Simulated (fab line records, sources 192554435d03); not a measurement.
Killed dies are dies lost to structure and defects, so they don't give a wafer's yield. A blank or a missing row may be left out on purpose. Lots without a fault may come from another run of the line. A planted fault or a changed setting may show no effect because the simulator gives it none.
Split-lot experiment | flow n5_finfet | 7 lots, 21 wafers read, on a route of 1938 steps

THE SPLIT
At N5_HKMG_FIN_ETCH_54 (etches SiARC in CF4, target depth 45.5 nm, time 75.8 s), the setting source_w was moved away from the recipe's 545 W on 6 of the 21 wafers read, by -14.6% to -5.0%. The other wafers ran this setting at the recipe's value.

The reading is taken at the split's own step.

THE READING
rf_vpp_V, in V, at N5_HKMG_FIN_ETCH_54 (etches SiARC in CF4, target depth 45.5 nm, time 75.8 s). Fault-free wafers of this fab line usually give 184.5 V, standard deviation 1.1 V.

wafer  | tool, chamber at the split | source_w as run, W | against the recipe | rf_vpp_V, V | against lot-mates on the recipe
L076.3 | rie_diel-05, 0             | 545                | recipe             | 182.5       | -
L076.4 | rie_diel-05, 3             | 473                | -13.2%             | 194.1       | +11.6
L076.6 | rie_diel-05, 2             | 473                | -13.2%             | 193.9       | +11.4
L079.1 | rie_diel-05, 0             | 545                | recipe             | 183.1       | -
L079.4 | rie_diel-05, 3             | 545                | recipe             | 183.0       | -
L079.6 | rie_diel-05, 1             | 545                | recipe             | 186.4       | -
L086.1 | rie_diel-02, 3             | 545                | recipe             | 185.3       | -
L086.2 | rie_diel-02, 1             | 465.7              | -14.6%             | 196.5       | +11.3
L086.3 | rie_diel-02, 0             | 545                | recipe             | 185.1       | -
L091.1 | rie_diel-01, 3             | 545                | recipe             | 184.2       | -
L091.2 | rie_diel-01, 2             | 545                | recipe             | 185.9       | -
L091.4 | rie_diel-01, 1             | 476.1              | -12.6%             | 194.0       | +8.9
L092.2 | rie_diel-01, 1             | 545                | recipe             | 185.8       | -
L092.4 | rie_diel-01, 2             | 517.6              | -5.0%              | 187.2       | +1.4
L092.6 | rie_diel-01, 0             | 517.6              | -5.0%              | 185.3       | -0.5
L094.1 | rie_diel-05, 3             | 545                | recipe             | 184.8       | -
L094.2 | rie_diel-05, 0             | 545                | recipe             | 183.4       | -
L094.6 | rie_diel-05, 1             | 545                | recipe             | 185.7       | -
L096.1 | rie_diel-05, 0             | 545                | recipe             | 183.2       | -
L096.2 | rie_diel-05, 2             | 545                | recipe             | 184.5       | -
L096.6 | rie_diel-05, 0             | 545                | recipe             | 185.0       | -

THE FIT
A straight line over all 21 wafers: rf_vpp_V changes by -0.742 V for each +1% of source_w; r = -0.95; the points scatter about the line by 1.3 V.
The same after taking each lot's own level away (the mean of its wafers on the recipe; 21 wafers): -0.782 V for each +1%; r = -0.95; scatter 1.5 V.
On that fit, the largest move of source_w shifts the reading by 11 V.
The lots' own levels span 182.50 to 185.80 V, that is 3.0 times the standard deviation above.
So the lot-to-lot level changes the slope little: the two slopes agree.
Check: with one of the wafers moved furthest among these (-14.6%) left out of the fit, the line predicts +11 V for it against its lot-mates. It came out at +11.3 V against them.
Tool readings at the split's step, against how far the setting was moved: etch_rf_on_time_s r = -0.88; rf_vpp_V r = -0.95.

OTHER SPLITS ON THESE WAFERS
These wafers also went through other splits before the reading. Each is held against what the fit with the lots' levels taken away leaves over:
other split on the same wafers        | wafers away from the commonest value | r with rf_vpp_V (lot level and that fit taken away)
N5_SD_EPI_P_PEB_07 peb_time_s         | 7                                    | +0.20
N5_HKMG_FIN_EXPOSE_46 dose_mj         | 3                                    | +0.16
N5_HKMG_FIN_DEVELOP_48 develop_time_s | 8                                    | -0.37

THE WHOLE CHAIN: every reading that the file lists as answering this split, in the file's order
step                | what it does                                           | reading           | change (the file's fit)              | r (the file's)
N5_HKMG_FIN_ETCH_54 | etches SiARC in CF4, target depth 45.5 nm, time 75.8 s | etch_rf_on_time_s | withheld for each +1% of the setting | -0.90
N5_HKMG_FIN_ETCH_54 | etches SiARC in CF4, target depth 45.5 nm, time 75.8 s | rf_vpp_V          | -0.754 V for each +1% of the setting | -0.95

THE FILE'S OWN FIT
rf_vpp_V changes by -0.754 V for each +1% of source_w, r = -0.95.
